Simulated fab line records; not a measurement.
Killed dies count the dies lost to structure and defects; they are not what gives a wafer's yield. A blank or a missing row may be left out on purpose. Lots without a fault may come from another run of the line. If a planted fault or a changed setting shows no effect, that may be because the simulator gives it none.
fab line records ; flow nandHarc
[record] lots = 14; wafers = 40; lastDay = 35
route steps=1302 shown A_CHANNEL_FILL_D1@513 A_DECK1_JOINT@539 A_ONON_D2@558 END@1302
lots that met no fault: taken from a fault-free run of the same line
startH: hours from the record's first day to the start of the lot's first wafer shown ; waitH: hours since the lot's step before ; " repeats the value in the row above ; L1.1+2: several wafers, shown together as one row ; - no value present, or no start provided ; * or withheld: withheld ; < > ~ a bound
route shown NAME@n: NAME is a module with steps in the file, n the number in the route of the first one ; usual: average and standard deviation across the fault-free wafers ; same: alike in all rows ; chamber/n: place in a boat ; sites: each site's reading ; _std_site: standard deviation of those values ; _edge_site: inner sites' mean taken away from outer sites' mean ; radiusMm: how far each site lies from the wafer's centre ; mask NAME#n: copy n ; behind: the most recent tool/chamber to have shaped the wafer ; hold: reason for holding the lot/hours on hold/outcome of the hold ; device: the n, p or np transistor that did not switch ; end of line: the tests these same wafers got at the end of their route ; a step with no rows: only its recipe ; killed: dies that structure and defects cost at the first sort, which is not the same as the wafer's yield ; map: per-die view of a wafer (x killed, . not killed, _ where there is no die)
set.NAME: the setting as run; set.NAME@STEP: as run at that earlier step ; model.NAME: the simulator's own value behind a step, which no gauge read
the route's steps for a sample of lots (tables are steps, rows are wafers)
services: the hour from which a tool's chamber was out of use, counted from the record's first day as startH (under 0 if before that day), plus the number of hours and why
[[steps]]
[step NHARC_A_CHANNEL_FILL_D1_CMP_10]
[recipe] targetThkNm = 150
[usual] motorCurrentA = 12.2/1.4; timeToEndpointS = 15/3.2
lot.wafer;tool;chamber;startH;waitH;motorCurrentA;timeToEndpointS
L690.2;cmp-03;3;238.08;0.4;9.5;11
L690.3;cmp-03;0;238.08;0.4;11.4;9
L690.5;cmp-03;1;238.08;0.4;12.2;11
L691.1;cmp-02;1;246.09;0.4;12.2;20
L691.3;cmp-02;3;246.09;0.4;13.4;15
L691.4;cmp-02;0;246.09;0.4;11.2;16
L692.4;cmp-03;1;249.57;0.4;12.4;14
L692.2;cmp-03;3;249.57;0.4;9.6;16
L692.5;cmp-03;1;249.57;0.4;13.0;14
L694.1;cmp-03;1;333.91;0.4;12.4;13
L694.3;cmp-03;2;333.91;0.4;11.0;15
L694.5;cmp-03;1;333.91;0.4;12.3;13
L699.1;cmp-01;3;346.04;0.4;14.4;12
L699.2;cmp-01;1;346.04;0.4;11.3;14
L699.4;cmp-01;2;346.04;0.4;15.6;15
L696.4;cmp-01;0;351.77;0.4;12.1;13
L696.2;cmp-01;1;351.77;0.4;11.2;16
L696.5;cmp-01;0;351.77;0.4;12.1;14
L695.3;cmp-02;0;354.44;0.4;11.1;16
L695.5;cmp-02;1;354.44;0.4;12.3;21
L705.6;cmp-03;2;381.19;0.5;11.4;14
L705.5;cmp-03;3;381.19;0.5;9.8;15
L707.1;cmp-02;2;396.56;0.4;13.3;20
L707.5;cmp-02;1;396.56;0.4;11.7;21
L707.6;cmp-02;2;396.56;0.4;12.8;20
L708.1;cmp-02;0;419.53;0.4;11.0;14
L708.5;cmp-02;0;419.53;0.4;10.6;19
L708.6;cmp-02;1;419.53;0.4;12.1;17
L710.2;cmp-01;2;432.30;0.4;15.3;14
L710.1;cmp-01;0;432.30;0.4;11.9;11
L710.3;cmp-01;1;432.30;0.4;11.4;14
L712.3;cmp-01;0;459.49;0.4;11.9;12
L712.6;cmp-01;1;459.49;0.4;11.5;17
L712.5;cmp-01;2;459.49;0.4;14.4;19
L711.1;cmp-01;1;462.90;0.4;11.2;17
L711.3;cmp-01;2;462.90;0.4;14.0;21
L711.5;cmp-01;3;462.90;0.4;14.2;17
L713.3;cmp-01;3;490.69;0.4;14.3;15
L713.2;cmp-01;0;490.69;0.4;12.4;12
L713.6;cmp-01;2;490.69;0.4;14.7;15
[step NHARC_A_DECK1_JOINT_CMP_02]
[recipe] material = SiOx
[usual] motorCurrentA = 11.8/1.2
lot.wafer;tool;chamber;startH;waitH;motorCurrentA
L690.2;cmp-04;0;275.46;0.4;10.7
L690.3;cmp-04;2;275.46;0.4;11.8
L690.5;cmp-04;0;275.46;0.4;10.9
L691.1;cmp-03;0;281.34;0.4;11.1
L691.3;cmp-03;1;281.34;0.4;12.8
L691.4;cmp-03;3;281.34;0.4;8.8
L692.4;cmp-02;1;281.37;0.4;12.4
L692.2;cmp-02;2;281.37;0.4;13.0
L692.5;cmp-02;0;281.37;0.4;10.0
L694.1;cmp-02;1;368.67;0.4;11.0
L694.3;cmp-02;0;368.67;0.4;10.7
L694.5;cmp-02;2;368.67;0.4;13.6
L699.4;cmp-04;2;382.04;0.4;12.9
L699.2;cmp-04;3;382.04;0.4;14.0
L699.1;cmp-04;0;382.04;0.4;10.9
L695.3;cmp-03;2;382.06;0.4;11.5
L695.5;cmp-03;1;382.06;0.4;12.9
L696.4;cmp-02;0;382.16;0.5;10.1
L696.2;cmp-02;3;382.16;0.5;13.0
L696.5;cmp-02;0;382.16;0.5;10.7
L705.6;cmp-04;1;415.11;0.5;11.6
L705.5;cmp-04;2;415.11;0.5;11.8
L707.1;cmp-04;1;434.60;0.4;10.9
L707.6;cmp-04;0;434.60;0.4;11.0
L707.5;cmp-04;1;434.60;0.4;11.4
L708.1;cmp-04;3;455.71;0.4;14.1
L708.5;cmp-04;1;455.71;0.4;11.3
L708.6;cmp-04;2;455.71;0.4;11.4
L710.3;cmp-02;0;467.73;0.4;11.1
L710.1;cmp-02;1;467.73;0.4;11.6
L710.2;cmp-02;2;467.73;0.4;13.1
L712.3;cmp-02;3;496.79;0.4;12.4
L712.5;cmp-02;3;496.79;0.4;13.3
L712.6;cmp-02;0;496.79;0.4;10.7
L711.3;cmp-03;0;496.86;0.4;12.0
L711.1;cmp-03;1;496.86;0.4;12.9
L711.5;cmp-03;2;496.86;0.4;11.7
L713.2;cmp-04;3;526.27;0.4;13.1
L713.3;cmp-04;0;526.27;0.4;11.1
L713.6;cmp-04;0;526.27;0.4;11.6
[step NHARC_A_ONON_D2_DEP_19]
[recipe] targetThkA = 10000; n2FlowSccm = 2750; n2oFlowSccm = 2000; nh3FlowSccm = 500; sih4FlowSccm = 210; tempC = 400
[usual] sih4FlowSccm = 210.0/0.74
lot.wafer;tool;chamber;startH;waitH;sih4FlowSccm
L690.2;pecvdOnon-04;0;286.74;0.1;209.3
L690.3;pecvdOnon-04;0;286.74;0.1;210.2
L690.5;pecvdOnon-04;0;286.74;0.1;210.0
L691.1;pecvdOnon-01;0;293.01;0.1;210.4
L691.3;pecvdOnon-01;0;293.01;0.1;211.5
L691.4;pecvdOnon-01;0;293.01;0.1;210.4
L692.2;pecvdOnon-04;0;293.06;0.1;210.9
L692.4;pecvdOnon-04;0;293.06;0.1;210.3
L692.5;pecvdOnon-04;0;293.06;0.1;211.3
L694.1;pecvdOnon-03;0;383.54;0.1;209.4
L694.3;pecvdOnon-03;0;383.54;0.1;210.5
L694.5;pecvdOnon-03;0;383.54;0.1;209.6
L699.1;pecvdOnon-01;0;395.92;0.2;210.6
L699.2;pecvdOnon-01;0;395.92;0.2;210.5
L699.4;pecvdOnon-01;0;395.92;0.2;209.9
L695.3;pecvdOnon-04;0;395.94;0.3;210.8
L695.5;pecvdOnon-04;0;395.94;0.3;210.8
L696.2;pecvdOnon-04;0;396.24;0.3;210.9
L696.4;pecvdOnon-04;0;396.24;0.3;211.2
L696.5;pecvdOnon-04;0;396.24;0.3;211.2
L705.5;pecvdOnon-04;0;426.91;0.4;209.0
L705.6;pecvdOnon-04;0;426.91;0.4;209.1
L707.1;pecvdOnon-03;0;445.60;0.1;210.1
L707.5;pecvdOnon-03;0;445.60;0.1;210.4
L707.6;pecvdOnon-03;0;445.60;0.1;210.5
L708.1;pecvdOnon-03;0;466.64;0.1;209.2
L708.5;pecvdOnon-03;0;466.64;0.1;209.5
L708.6;pecvdOnon-03;0;466.64;0.1;210.1
L710.1;pecvdOnon-01;0;478.76;0.1;210.2
L710.2;pecvdOnon-01;0;478.76;0.1;210.0
L710.3;pecvdOnon-01;0;478.76;0.1;209.7
L711.1;pecvdOnon-01;0;508.55;0.1;210.5
L711.3;pecvdOnon-01;0;508.55;0.1;209.5
L711.5;pecvdOnon-01;0;508.55;0.1;210.3
L712.3;pecvdOnon-03;0;508.67;0.2;209.7
L712.5;pecvdOnon-03;0;508.67;0.2;209.3
L712.6;pecvdOnon-03;0;508.67;0.2;208.8
L713.2;pecvdOnon-03;0;537.25;0.1;210.3
L713.3;pecvdOnon-03;0;537.25;0.1;210.7
L713.6;pecvdOnon-03;0;537.25;0.1;211.0
[step NHARC_A_ONON_D2_THK_MEAS_21]
[recipe] thkMeasGauge = ellipsometry
[usual] thkNm = 997/6.8
lot.wafer;tool;chamber;startH;waitH;thkNm
L690.2;filmMetro-02;-;287.19;-;989
L690.3;filmMetro-02;-;287.19;-;988
L690.5;filmMetro-02;-;287.19;-;990
L691.1;filmMetro-01;-;293.51;-;986
L691.3;filmMetro-01;-;293.51;-;986
L691.4;filmMetro-01;-;293.51;-;985
L692.2;filmMetro-02;-;293.52;-;997
L692.4;filmMetro-02;-;293.52;-;995
L692.5;filmMetro-02;-;293.52;-;996
L694.1;filmMetro-01;-;384.06;-;1006
L694.3;filmMetro-01;-;384.06;-;1006
L694.5;filmMetro-01;-;384.06;-;1006
L695.3;filmMetro-02;-;396.34;-;989
L695.5;filmMetro-02;-;396.34;-;909
L699.1;filmMetro-02;-;396.43;-;1005
L699.2;filmMetro-02;-;396.43;-;1005
L699.4;filmMetro-02;-;396.43;-;1006
L696.2;filmMetro-01;-;396.69;-;1015
L696.4;filmMetro-01;-;396.69;-;1015
L696.5;filmMetro-01;-;396.69;-;936
L705.5;filmMetro-02;-;427.18;-;915
L705.6;filmMetro-02;-;427.18;-;916
L707.1;filmMetro-02;-;446.11;-;994
L707.5;filmMetro-02;-;446.11;-;995
L707.6;filmMetro-02;-;446.11;-;994
L708.1;filmMetro-01;-;467.15;-;989
L708.5;filmMetro-01;-;467.15;-;990
L708.6;filmMetro-01;-;467.15;-;989
L710.1;filmMetro-01;-;479.26;-;989
L710.2;filmMetro-01;-;479.26;-;989
L710.3;filmMetro-01;-;479.26;-;989
L711.1;filmMetro-02;-;509.06;-;993
L711.3;filmMetro-02;-;509.06;-;990
L711.5;filmMetro-02;-;509.06;-;993
L712.3;filmMetro-01;-;509.07;-;989
L712.5;filmMetro-01;-;509.07;-;991
L712.6;filmMetro-01;-;509.07;-;990
L713.2;filmMetro-01;-;537.71;-;999
L713.3;filmMetro-01;-;537.71;-;999
L713.6;filmMetro-01;-;537.71;-;999
[step NHARC_A_ONON_D2_DEP_33]
[recipe] targetThkA = 2000; tempC = 400; pressureTorr = 6.5; rfW = 900; teosFlowSccm = 161.4; flowSccm = 2650; targetThkNm = 200; gas = O2; material = SiO2
[usual] heaterPowerW = 589/73; rfFwdPowerW = 897.6/2.6; throttleValvePct = 16.0/0.49
lot.wafer;tool;chamber;startH;waitH;heaterPowerW;rfFwdPowerW;throttleValvePct
L690.2;pecvd-02;2;288.95;0.1;433;895.6;15.5
L690.3;pecvd-02;1;288.95;0.1;599;899.2;15.8
L690.5;pecvd-02;0;288.95;0.1;595;897.3;15.2
L692.2;pecvd-03;1;295.28;0.1;554;899.3;14.8
L692.4;pecvd-03;2;295.28;0.1;674;896.8;16.1
L692.5;pecvd-03;0;295.28;0.1;575;896.1;16.5
L691.3;pecvd-04;0;295.32;0.1;601;896.1;16.1
L691.1;pecvd-04;1;295.32;0.1;488;893.9;16.0
L691.4;pecvd-04;0;295.32;0.1;615;897.2;15.8
L694.1;pecvd-04;0;386.42;0.1;608;899.2;15.9
L694.3;pecvd-04;2;386.42;0.1;744;900.4;15.8
L694.5;pecvd-04;2;386.42;0.1;587;897.4;16.1
L695.3;pecvd-03;2;398.36;0.1;648;898.1;16.2
L695.5;pecvd-03;2;398.36;0.1;661;894.7;16.6
L699.1;pecvd-04;2;398.50;0.1;757;896.1;16.1
L699.2;pecvd-04;0;398.50;0.1;509;896.0;16.2
L699.4;pecvd-04;0;398.50;0.1;522;894.6;15.9
L696.2;pecvd-03;1;398.80;0.1;636;899.8;15.0
L696.4;pecvd-03;2;398.80;0.1;628;899.7;16.1
L696.5;pecvd-03;1;398.80;0.1;621;899.7;15.2
L705.5;pecvd-03;1;429.13;0.2;634;896.8;15.4
L705.6;pecvd-03;2;429.13;0.2;599;898.3;15.8
L707.1;pecvd-02;1;447.90;0.1;614;898.6;16.2
L707.5;pecvd-02;0;447.90;0.1;626;898.8;15.8
L707.6;pecvd-02;2;447.90;0.1;495;897.0;15.3
L708.1;pecvd-03;2;469.02;0.1;643;898.9;16.3
L708.6;pecvd-03;1;469.02;0.1;551;902.0;15.3
L708.5;pecvd-03;2;469.02;0.1;642;894.8;16.6
L710.3;pecvd-03;0;481.03;0.1;558;895.0;16.7
L710.1;pecvd-03;1;481.03;0.1;685;894.0;15.2
L710.2;pecvd-03;2;481.03;0.1;660;897.6;16.2
L712.3;pecvd-04;0;510.83;0.1;600;894.4;16.1
L712.5;pecvd-04;0;510.83;0.1;627;898.1;16.2
L712.6;pecvd-04;1;510.83;0.1;445;900.6;16.4
L711.1;pecvd-03;0;510.85;0.1;542;894.8;16.8
L711.3;pecvd-03;1;510.85;0.1;602;895.0;15.4
L711.5;pecvd-03;2;510.85;0.1;572;902.6;16.4
L713.3;pecvd-04;2;539.58;0.1;641;897.9;15.9
L713.2;pecvd-04;0;539.58;0.1;726;897.2;16.2
L713.6;pecvd-04;0;539.58;0.1;726;900.6;16.1
[step NHARC_END_SORT_01]
[recipe] tempC = 25
[usual] killedAtArray = 54/18; killedAtOther = 0.9/1.2; killedAtPeriphery = 4.4/2.9; killedDies = 59/18; killedOpen = 3.2/1.8; killedShort = 2.6/1.8
[same] grossDies = 677
lot.wafer;tool;chamber;startH;waitH;killedAtArray;killedAtOther;killedAtPeriphery;killedDies;killedOpen;killedShort
L696.2;prober-02;0;691.13;2.8;49;0;13;62;2;5
L696.4;prober-02;0;692.71;3.4;61;0;13;74;3;4
L696.5;prober-02;0;693.51;3.7;667;0;10;677;5;3
L695.3;prober-02;0;721.95;3.1;35;1;2;38;2;0
L695.5;prober-02;0;723.54;3.7;675;1;1;677;1;0
L705.5;prober-02;0;739.20;3.7;673;0;4;677;2;3
L705.6;prober-02;0;740.00;4.0;673;0;4;677;4;2
// killed by level:class
L696.2 A_CHANNEL_HOLE_D1:chamberFilmFlake=21 A_CHANNEL_HOLE_D2:chamberFilmFlake=16 P_STI:chamberFilmFlake=8 A_CONTACT:chamberFilmFlake=3 A_ONON_D2:geometricParticle:short=2 P_CONTACT:chamberFilmFlake=2 P_M2:chamberFilmFlake=2 A_STAIRCASE:chamberFilmFlake=2
L696.4 A_CHANNEL_HOLE_D2:chamberFilmFlake=22 A_CHANNEL_HOLE_D1:chamberFilmFlake=18 A_CONTACT:chamberFilmFlake=4 A_BLC:chamberFilmFlake=4 P_STI:chamberFilmFlake=3 P_CONTACT:chamberFilmFlake=3 P_M2:chamberFilmFlake=3 A_SLIT:chamberFilmFlake=3
L696.5 A_ONON_D2:areaDep=601 A_CHANNEL_HOLE_D1:chamberFilmFlake=21 A_CHANNEL_HOLE_D2:chamberFilmFlake=20 A_CONTACT:chamberFilmFlake=5 P_M2:chamberFilmFlake=4 P_STI:chamberFilmFlake=3 A_CHANNEL_FILL_D1:chamberFilmFlake=3 A_BONDPAD:chamberFilmFlake=3
L695.3 A_SLIT:chamberFilmFlake=28 A_CHANNEL_HOLE_D1:chamberFilmFlake=3 A_STAIRCASE:chamberFilmFlake=2 P_CONTACT:geometricParticle:open=1 A_ONON_D1:geometricParticle:open=1 P_M0:chamberFilmFlake=1 A_CONTACT:chamberFilmFlake=1 THIN_TSV:chamberFilmFlake=1
L695.5 A_ONON_D2:areaDep=635 A_SLIT:chamberFilmFlake=29 A_CHANNEL_HOLE_D1:chamberFilmFlake=4 A_CONTACT:chamberFilmFlake=3 A_STAIRCASE:chamberFilmFlake=2 A_ONON_D1:geometricParticle:open=1 P_GATE:chamberFilmFlake=1 A_CHANNEL_HOLE_D2:chamberFilmFlake=1
L705.5 A_ONON_D2:areaDep=611 A_CHANNEL_HOLE_D2:chamberFilmFlake=20 A_CHANNEL_HOLE_D1:chamberFilmFlake=18 A_SLIT:chamberFilmFlake=8 A_CONTACT:chamberFilmFlake=5 A_SGD_CUT:geometricParticle:short=3 A_CHANNEL_FILL_D1:chamberFilmFlake=3 P_GATE:chamberFilmFlake=2
L705.6 A_ONON_D2:areaDep=605 A_CHANNEL_HOLE_D2:chamberFilmFlake=29 A_CHANNEL_HOLE_D1:chamberFilmFlake=26 P_GATE:chamberFilmFlake=3 A_SLIT:chamberFilmFlake=3 A_CHANNEL_FILL_D1:chamberFilmFlake=2 P_CONTACT:geometricParticle:open=1 A_CHANNEL_FILL_D1:geometricParticle:open=1
[[services]]
tool;chamber;startH;hours;kind
cmp-03;-;229.46;0.7;repair
cmp-01;-;229.95;0.8;repair
cmp-02;-;235.96;4.0;pm
cmp-03;-;241.21;0.8;repair
cmp-02;-;251.57;4.5;repair
pecvd-03;-;253.82;0.8;repair
cmp-03;-;255.85;2.2;repair
cmp-03;-;262.59;4.0;pm
cmp-03;-;305.00;3.5;repair
cmp-02;-;319.99;0.6;repair
cmp-02;-;333.96;4.0;pm
cmp-03;-;359.71;1.4;repair
pecvd-03;-;366.00;13.0;pm
cmp-02;-;378.65;1.2;repair
cmp-02;-;413.18;0.8;repair
cmp-03;-;414.19;20.1;repair
cmp-02;-;430.75;0.2;repair
pecvd-03;-;430.87;0.7;repair
cmp-02;-;431.96;4.0;pm
cmp-02;-;452.85;4.4;repair
cmp-03;-;459.06;4.0;pm
pecvd-03;-;494.61;1.0;repair
cmp-02;-;510.75;0.3;repair
cmp-02;-;529.96;4.0;pm
[[key]]
[firstSign] step = NHARC_A_ONON_D2_THK_MEAS_21; reading = thkNm; direction = down; sigmas = 12; usual = 997; struck = 919
[effect] step = NHARC_END_SORT_01; reading = killedAtArray; direction = up; sigmas = 34; usual = 54; struck = 672
[moreKillsBornAt] NHARC_A_ONON_D2_DEP_19@pecvdOnon-04 = 2452
metAt NHARC_A_ONON_D2_DEP_19
struckLots L695,L696,L705
struckWafers L695.5,L696.5,L705.5,L705.6
laterRowsLeftOut L695.5,L696.5,L705.5,L705.6
testerLeftOut L695,L696,L705
notActingAt NHARC_A_CHANNEL_FILL_D1_CMP_10,NHARC_A_DECK1_JOINT_CMP_02,NHARC_A_ONON_D2_DEP_33
[fault] kind = processParameterDrift; tool = pecvdOnon-04; chamber = -; onsetH = 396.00; steps = NHARC_A_ONON_D2_DEP_19; channel = targetThkA; offset = *; shape = step; endH = 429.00; scope = struckWafersOnly; actsIn = *; stated = *
// testerLeftOut: of these lots the tester's yield and bins aren't shown, on N5 and GAA mostly nor the transistor test; their killed dies are dies lost to structure and defects alone, not to doping, threshold or leakage, so they don't give the yield
// laterRowsLeftOut: the simulator's readings of these wafers behind a module that went badly wrong aren't trusted and aren't shown, but for the sort
